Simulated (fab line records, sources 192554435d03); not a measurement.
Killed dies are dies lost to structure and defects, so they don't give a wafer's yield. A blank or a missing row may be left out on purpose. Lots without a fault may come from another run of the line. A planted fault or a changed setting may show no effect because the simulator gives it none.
Split-lot experiment | flow n5_finfet | 7 lots, 21 wafers read, on a route of 1938 steps

THE SPLIT
At N5_BEOL_M5_COAT_65 (time 60 s, resist thk 60 nm), the setting spin_rpm was moved away from the recipe's 1500 rpm on 7 of the 21 wafers read, by -9.2% to +5.5%. The other wafers ran this setting at the recipe's value.

FROM THE SPLIT TO THE READING: what the file shows between them, 9 steps
- N5_BEOL_M5_EXPOSE_25: exposes mask V4, defocus 10 nm (also split here: dose_mj)
- N5_BEOL_M5_PEB_26: peb time 60 s
- N5_BEOL_M5_DEVELOP_27: develop time 30 s
- N5_BEOL_M5_CD_MEAS_28: target cd 30.6 nm, target cd y 20 nm
- N5_BEOL_M5_ETCH_75: etches underlayer in N2/H2, target depth 6.5 nm, time 5.2 s
- N5_BEOL_M5_ETCH_67: etches SiARC in CF4, target depth 15.6 nm, time 26 s
- N5_BEOL_M5_ETCH_68: etches SOC in N2/H2, target depth 80 nm, overetch 16 nm, time 120 s
- N5_BEOL_M5_STRIP_69: strips in N2/H2
- N5_BEOL_M5_STRIP_76: strips in N2/H2

THE READING
SOC_of_BEOL_M5_COAT_65.thk_nm (the simulator's own value, which no gauge read), in nm, at N5_BEOL_M5_VIA_ETCH_34 (etches SiCOH lowk in C4F6/O2, target depth 88.3 nm, time 39.2 s). The file gives no usual value for it. The 14 wafers here that ran the recipe average 56.0 nm, standard deviation 0.23 nm.

wafer  | tool, chamber at the split | spin_rpm as run, rpm | against the recipe | SOC_of_BEOL_M5_COAT_65.thk_nm, nm | against lot-mates on the recipe
L076.2 | litho_track-04, 0          | 1543                 | +2.9%              | 55                                | -0.8
L076.3 | litho_track-04, 0          | 1500                 | recipe             | 55.8                              | -
L076.6 | litho_track-04, 0          | 1500                 | recipe             | 55.8                              | -
L086.1 | litho_track-04, 0          | 1500                 | recipe             | 55.8                              | -
L086.6 | litho_track-04, 0          | 1500                 | recipe             | 55.8                              | -
L086.5 | litho_track-04, 0          | 1500                 | recipe             | 55.6                              | -
L087.1 | litho_track-04, 0          | 1572                 | +4.8%              | 54.4                              | -2.0
L087.2 | litho_track-04, 0          | 1500                 | recipe             | 56.4                              | -
L087.4 | litho_track-04, 0          | 1572                 | +4.8%              | 54.8                              | -1.6
L088.1 | litho_track-01, 0          | 1583                 | +5.5%              | 54.8                              | -1.5
L088.5 | litho_track-01, 0          | 1500                 | recipe             | 56.2                              | -
L088.6 | litho_track-01, 0          | 1500                 | recipe             | 56.4                              | -
L089.1 | litho_track-01, 0          | 1389                 | -7.4%              | 58.6                              | +2.6
L089.2 | litho_track-01, 0          | 1500                 | recipe             | 56                                | -
L089.3 | litho_track-01, 0          | 1500                 | recipe             | 56                                | -
L094.1 | litho_track-01, 0          | 1500                 | recipe             | 56.2                              | -
L094.3 | litho_track-01, 0          | 1500                 | recipe             | 56.2                              | -
L094.6 | litho_track-01, 0          | 1500                 | recipe             | 56                                | -
L095.2 | litho_track-01, 0          | 1500                 | recipe             | 56                                | -
L095.3 | litho_track-01, 0          | 1362                 | -9.2%              | 59                                | +3.0
L095.4 | litho_track-01, 0          | 1362                 | -9.2%              | 59                                | +3.0

THE FIT
A straight line over all 21 wafers: SOC_of_BEOL_M5_COAT_65.thk_nm changes by -0.314 nm for each +1% of spin_rpm; r = -0.98; the points scatter about the line by 0.25 nm.
The same after taking each lot's own level away (the mean of its wafers on the recipe; 21 wafers): -0.331 nm for each +1%; r = -0.99; scatter 0.15 nm.
On that fit, the largest move of spin_rpm shifts the reading by 3 nm.
The lots' own levels span 55.73 to 56.40 nm, that is 2.9 times the standard deviation above.
So the lot-to-lot level changes the slope little: the two slopes agree.
Check: with one of the wafers moved furthest among these (-9.2%) left out of the fit, the line predicts +3.07 nm for it against its lot-mates. It came out at +3 nm against them.

OTHER SPLITS ON THESE WAFERS
These wafers also went through other splits before the reading. Each is held against what the fit with the lots' levels taken away leaves over:
other split on the same wafers | wafers away from the commonest value | r with SOC_of_BEOL_M5_COAT_65.thk_nm (lot level and that fit taken away)
N5_BEOL_M5_ETCH_62 source_w    | 9                                    | -0.05
N5_BEOL_M5_EXPOSE_25 dose_mj   | 8                                    | -0.04

THE WHOLE CHAIN: every reading that the file lists as answering this split, in the file's order
step                   | what it does                                                        | reading                                                                        | change (the file's fit)               | r (the file's)
N5_BEOL_M5_COAT_65     | time 60 s, resist thk 60 nm                                         | SOC_of_BEOL_M5_COAT_65.thk_nm (the simulator's own value, which no gauge read) | -0.319 nm for each +1% of the setting | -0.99
N5_BEOL_M5_ETCH_68     | etches SOC in N2/H2, target depth 80 nm, overetch 16 nm, time 120 s | etch.depth_nm (the simulator's own value, which no gauge read)                 | -0.317 nm for each +1% of the setting | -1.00
N5_BEOL_M5_VIA_ETCH_34 | etches SiCOH lowk in C4F6/O2, target depth 88.3 nm, time 39.2 s     | SOC_of_BEOL_M5_COAT_65.thk_nm (the simulator's own value, which no gauge read) | -0.328 nm for each +1% of the setting | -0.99

THE FILE'S OWN FIT
SOC_of_BEOL_M5_COAT_65.thk_nm changes by -0.328 nm for each +1% of spin_rpm, r = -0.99.
